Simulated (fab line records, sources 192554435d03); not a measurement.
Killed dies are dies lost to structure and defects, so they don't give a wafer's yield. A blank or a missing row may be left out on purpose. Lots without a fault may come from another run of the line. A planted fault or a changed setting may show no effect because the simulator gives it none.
Chamber matching | flow n5_finfet | N5_HKMG_FIN_PWFM_ALD_03 on ald_metal-04: 4 sister chambers
The step deposits TiN, target thk 2 nm, pulse time 1 s, purge time 3 s. 4 wafers are shown with their chamber, then 7 later ones without.

WAFERS WITH THEIR CHAMBER
wafer  | chamber | heater_power_w (W)
L085.5 | 0       | 789
L087.5 | 3       | 722
L088.2 | 2       | 768
L088.5 | 1       | 758

WAFERS WITHOUT THEIR CHAMBER
wafer  | heater_power_w (W)
L088.6 | 782
L089.4 | 741
L089.5 | 719
L089.6 | 801
L091.1 | 771
L091.3 | 817
L091.5 | 712

WHICH CHAMBER EACH WENT THROUGH
wafer  | from the rows above          | in truth
L088.6 | can't be placed: 0 or 2 or 1 | 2
L089.4 | can't be placed: 1 or 3 or 2 | 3
L089.5 | 3                            | 3
L089.6 | can't be placed: 0 or 2      | 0
L091.1 | can't be placed: 2 or 1 or 0 | 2
L091.3 | can't be placed: 0 or 2      | 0
L091.5 | 3                            | 3
Placed correctly: 2 of 7. Can't be placed from these rows: 5 (the true chamber is among the candidates in 5). Placed wrongly: 0.
How it was worked out, from the rows above alone: a wafer's distance from a chamber is the root of the sum, over the readings, of the square of ((its reading less the chamber's mean) divided by the reading's scatter). The wafer belongs to the nearest chamber; if the next one is less than 2 further off, it can't be placed. A chamber's mean is the mean of its shown wafers. The scatter: with one shown wafer a chamber, the root of the mean of the squares of how far each hidden wafer lies from its nearest shown one.
